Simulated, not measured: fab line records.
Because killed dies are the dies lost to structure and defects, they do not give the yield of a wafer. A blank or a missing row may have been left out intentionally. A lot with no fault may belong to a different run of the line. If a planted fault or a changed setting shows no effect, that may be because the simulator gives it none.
Matching of chambers | flow n5-finfet | 4 sister chambers for N5_BEOL_M0_STRIP_104 on rie-diel-01
The step strips in N2/H2. 4 wafers are shown with their chamber, then 8 later ones without.

## WAFERS WITH THEIR CHAMBER
wafer  | chamber | drypump-motor-current-A (A)
L084.6 | 0       | 6.0
L090.4 | 1       | 5.9
L090.5 | 2       | 5.5
L093.1 | 3       | 5.7

## WAFERS WITH NO CHAMBER GIVEN
wafer  | drypump-motor-current-A (A)
L093.2 | 5.9
L093.6 | 6.0
L094.3 | 5.7
L094.4 | 5.8
L094.6 | 6.0
L097.3 | 5.5
L097.4 | 5.9
L097.6 | 6.0

## WHICH CHAMBER EACH WENT THROUGH
wafer  | from the rows above     | in truth
L093.2 | 1                       | 1
L093.6 | 0                       | 0
L094.3 | 3                       | 3
L094.4 | can't be placed: 3 or 1 | 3
L094.6 | 0                       | 0
L097.3 | 2                       | 2
L097.4 | 1                       | 1
L097.6 | 0                       | 0
Correct placement for 7 of the 8. Unplaceable from these rows: 1, with the true chamber sitting among the candidates in 1. Number placed wrongly: 0.
How it was worked out, from the rows above alone: a wafer's distance from a chamber is the root of the sum, over the readings, of the square of ((its reading less the chamber's mean) divided by the reading's scatter). If the next closest chamber is less than 2 further off than the closest, the wafer can't be placed; otherwise it belongs to the closest. The mean given for a chamber averages the wafers shown for that chamber. The scatter: root of mean squared gap, hidden wafer to nearest shown wafer, with one shown wafer a chamber.
